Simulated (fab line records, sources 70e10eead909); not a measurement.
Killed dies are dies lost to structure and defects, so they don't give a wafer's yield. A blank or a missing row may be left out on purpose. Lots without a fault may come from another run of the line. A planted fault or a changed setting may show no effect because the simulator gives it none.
Chamber matching | flow nand_harc | NHARC_A_CONTACT_ETCH_96 on rie_diel-01: 4 sister chambers
The step etches the open film in C4F6/O2, target depth 20 nm, time 10 s. 16 wafers are shown with their chamber, then 8 later ones without.

WAFERS WITH THEIR CHAMBER
wafer  | chamber | showerhead_plenum_p_Torr (Torr) | drypump_motor_current_A (A) | rf_vpp_V (V)
L233.2 | 1       | 3.98                            | 5.3                         | 547.3
L233.3 | 3       | 3.74                            | 5.5                         | 544.1
L233.6 | 2       | 4.06                            | 5.8                         | 549.7
L238.1 | 3       | 3.74                            | 5.5                         | 542.9
L238.2 | 2       | 4.06                            | 5.9                         | 548.2
L238.4 | 0       | 3.91                            | 6.5                         | 546.6
L235.1 | 2       | 4.06                            | 5.8                         | 550.9
L235.3 | 0       | 3.91                            | 6.5                         | 546.3
L235.4 | 3       | 3.74                            | 5.6                         | 543.3
L239.4 | 0       | 3.90                            | 6.5                         | 546.4
L239.5 | 0       | 3.90                            | 6.5                         | 547.2
L239.6 | 1       | 3.98                            | 5.3                         | 547.7
L241.1 | 3       | 3.74                            | 5.5                         | 542.4
L241.2 | 1       | 3.98                            | 5.3                         | 548.5
L241.4 | 2       | 4.06                            | 5.9                         | 549.7
L247.1 | 3       | 3.73                            | 5.5                         | 542.7

SIGNATURES (means of the wafers above)
reading                  | chamber 0 | chamber 1 | chamber 2 | chamber 3 | scatter within a chamber
showerhead_plenum_p_Torr | 3.9050    | 3.9800    | 4.0600    | 3.7380    | 0.00387
drypump_motor_current_A  | 6.500     | 5.300     | 5.850     | 5.520     | 0.0387
rf_vpp_V                 | 546.625   | 547.833   | 549.625   | 543.080   | 0.743
Rule: a wafer's distance from a chamber is the root of the sum, over the readings, of the square of ((its reading less the chamber's mean) divided by the reading's scatter). The wafer belongs to the nearest chamber; if the next one is less than 2 further off, it can't be placed. The scatter: the root of (the sum of the squares of (reading less its chamber's mean) over the shown wafers, divided by (wafers less chambers)).

WAFERS WITHOUT THEIR CHAMBER
wafer  | showerhead_plenum_p_Torr (Torr) | drypump_motor_current_A (A) | rf_vpp_V (V)
L247.4 | 3.97                            | 5.3                         | 545.5
L247.5 | 3.89                            | 6.5                         | 546.7
L249.1 | 3.89                            | 6.5                         | 546.0
L249.5 | 4.05                            | 5.8                         | 549.5
L249.6 | 3.73                            | 5.5                         | 542.2
L254.1 | 3.72                            | 5.5                         | 543.1
L254.2 | 4.04                            | 5.9                         | 549.3
L254.5 | 3.89                            | 6.5                         | 546.6

WHICH CHAMBER EACH WENT THROUGH
wafer  | from the rows above | in truth
L247.4 | 1                   | 1
L247.5 | 0                   | 0
L249.1 | 0                   | 0
L249.5 | 2                   | 2
L249.6 | 3                   | 3
L254.1 | 3                   | 3
L254.2 | 2                   | 2
L254.5 | 0                   | 0
Placed correctly: 8 of 8. Can't be placed from these rows: 0. Placed wrongly: 0.
